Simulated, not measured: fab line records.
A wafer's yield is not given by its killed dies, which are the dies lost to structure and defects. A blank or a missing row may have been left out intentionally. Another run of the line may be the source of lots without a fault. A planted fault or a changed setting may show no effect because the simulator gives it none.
Chamber matching + flow nandHarc + cmp-03 running NHARC_THIN_TSV_CMP_21: 4 sister chambers
The step polishes, t overpolish 30 s, target thk 2000 nm. 4 wafers are shown with their chamber, then 6 later ones without.

## EACH WAFER AND ITS CHAMBER
| wafer  | chamber | motorCurrentA (A) |
|--------|---------|-------------------|
| L468.6 | 3       | 14.4              |
| L471.2 | 0       | 13.1              |
| L471.5 | 1       | 11.0              |
| L471.6 | 2       | 13.2              |

## WAFERS WHOSE CHAMBER IS MISSING
| wafer  | motorCurrentA (A) |
|--------|-------------------|
| L470.1 | 13.6              |
| L470.2 | 14.0              |
| L470.4 | 14.2              |
| L472.2 | 13.0              |
| L472.3 | 13.3              |
| L472.5 | 12.7              |

## EACH ONE'S CHAMBER
| wafer  | from the rows above          | in truth                   |
|--------|------------------------------|----------------------------|
| L470.1 | can't be placed: 2 or 0 or 3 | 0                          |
| L470.2 | can't be placed: 3 or 2 or 0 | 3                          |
| L470.4 | 3                            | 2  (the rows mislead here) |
| L472.2 | can't be placed: 0 or 2      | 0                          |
| L472.3 | can't be placed: 2 or 0      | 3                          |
| L472.5 | can't be placed: 0 or 2      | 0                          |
Placed correctly: 0 of 6. Unplaceable from these rows: 5, with the true chamber sitting among the candidates in 4. Wrongly placed: 1.
How it was worked out, from the rows above alone: a wafer's distance from a chamber is the root of the sum, over the readings, of the square of ((its reading less the chamber's mean) divided by the reading's scatter). If the next closest chamber is less than 2 further off than the closest, the wafer can't be placed; otherwise it belongs to the closest. Each chamber's mean is taken over the wafers shown for it. The scatter: root of mean squared gap, hidden wafer to nearest shown wafer, with one shown wafer a chamber.
